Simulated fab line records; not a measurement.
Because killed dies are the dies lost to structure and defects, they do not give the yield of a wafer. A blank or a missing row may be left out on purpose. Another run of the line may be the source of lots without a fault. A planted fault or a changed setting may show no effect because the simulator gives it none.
One fault through the eyes of 3 desks + flow n5_finfet + each desk holds nothing but its own numbers, with what lay behind them at the end

AT THE METROLOGY DESK
Means of the sampled wafers that have a number, per lot and without regard to the tool the lot ran on: this is what the gauges read. The brackets show how far a lot's mean lies from the usual mean; more than 4 standard deviations puts the lot out of limits, marked OUT. Of its 10 readings 7 are shown: those that lie furthest out on some lot.
Columns: A = DIBL_N at N5_BEOL_M4_RC_MEAS_101, usual 36.1 mV/V; B = IOFF_N at N5_BEOL_M4_RC_MEAS_101, usual 0.159 nA/um; C = IOFF_P at N5_BEOL_M4_RC_MEAS_101, usual 0.21 nA/um; D = ION_N at N5_BEOL_M4_RC_MEAS_101, usual 673 uA/um; E = ION_P at N5_BEOL_M4_RC_MEAS_101, usual 462 uA/um; F = SS_P at N5_BEOL_M4_RC_MEAS_101, usual 73.2 mV/dec; G = VT_P at N5_BEOL_M4_RC_MEAS_101, usual -250 mV
| lot  | first seen here | A    | B     | C    | D   | E   | F    | G    |
|------|-----------------|------|-------|------|-----|-----|------|------|
| L615 | day 8 17:10     | 37.9 | 0.160 | 0.20 | 668 | 452 | 73.5 | -253 |
| L616 | day 8 23:52     | 36.6 | 0.166 | 0.22 | 675 | 466 | 73.4 | -248 |
| L618 | day 9 07:34     | 38.0 | 0.170 | 0.21 | 675 | 460 | 73.2 | -251 |
| L626 | day 11 15:17    | 38.6 | 0.191 | 0.22 | 685 | 460 | 73.9 | -252 |
| L629 | day 12 17:29    | 37.8 | 0.175 | 0.21 | 680 | 464 | 73.6 | -249 |
| L631 | day 13 17:08    | 35.7 | 0.144 | 0.20 | 677 | 462 | 73.6 | -251 |
| L632 | day 13 21:15    | 36.2 | 0.173 | 0.21 | 676 | 460 | 72.5 | -251 |
| L634 | day 14 16:55    | 37.4 | 0.160 | 0.24 | 675 | 472 | 73.9 | -248 |
| L633 | day 15 05:43    | 35.5 | 0.165 | 0.23 | 675 | 470 | 72.8 | -244 |
Finding of this desk: none of the 9 lots has anything out of limits.

DESK OF THE TOOL OWNER: rie_diel-05
The tool's own readings at N5_PASSIVATION_ETCH_15 (etches SiCN in CF4/N2, target depth 75 nm, time 81.2 s): means of the sampled wafers that have a number, for each lot that ran on this tool. The brackets show how far a lot's mean lies from the usual mean; more than 4 standard deviations puts the lot out of limits, marked OUT.
Columns: A = drypump_motor_current_A at N5_PASSIVATION_ETCH_15, usual 5.5 A; B = oes_product_au at N5_PASSIVATION_ETCH_15, usual 0.77 a.u.; C = rf_vpp_V at N5_PASSIVATION_ETCH_15, usual 382.4 V; D = showerhead_plenum_p_Torr at N5_PASSIVATION_ETCH_15, usual 2.21 Torr; E = throttle_valve_pct at N5_PASSIVATION_ETCH_15, usual 15.61 %
| lot  | first seen here | A   | B    | C     | D    | E     |
|------|-----------------|-----|------|-------|------|-------|
| L616 | day 13 04:51    | 5.5 | 0.79 | 383.0 | 2.20 | 15.58 |
| L618 | day 13 22:58    | 5.6 | 0.63 | 380.1 | 2.09 | 15.69 |
| L632 | day 18 01:37    | 5.9 | 0.72 | 381.5 | 2.17 | 15.64 |
| L633 | day 19 11:52    | 5.3 | 0.79 | 382.1 | 2.18 | 15.70 |
Finding of this desk: none of the 4 lots has anything out of limits.

THE DEFECT DESK
What the inspections along the route counted, lot by lot: means of the sampled wafers that have a number. The brackets show how far a lot's mean lies from the usual mean; more than 4 standard deviations puts the lot out of limits, marked OUT.
Columns: A = raw_defect_count at N5_MIM_BOT_LITHO_INSPECT_12, usual 2.0
| lot  | first seen here | A   |
|------|-----------------|-----|
| L615 | day 12 19:40    | 0.7 |
| L616 | day 13 00:41    | 3.0 |
| L618 | day 13 20:24    | 2.5 |
| L626 | day 15 11:26    | 2.0 |
| L629 | day 16 11:05    | 3.0 |
| L631 | day 17 13:40    | 2.7 |
| L632 | day 17 23:25    | 2.7 |
| L634 | day 18 09:59    | 2.3 |
| L633 | day 19 05:24    | 2.0 |
Finding of this desk: none of the 9 lots has anything out of limits.

TAKEN TOGETHER
Nothing out of limits was seen by the metrology desk.
Nothing out of limits was seen by the tool owner's desk.
No out-of-limits result turned up at the defect desk.

WHAT WAS PUT IN BY THE SIMULATOR
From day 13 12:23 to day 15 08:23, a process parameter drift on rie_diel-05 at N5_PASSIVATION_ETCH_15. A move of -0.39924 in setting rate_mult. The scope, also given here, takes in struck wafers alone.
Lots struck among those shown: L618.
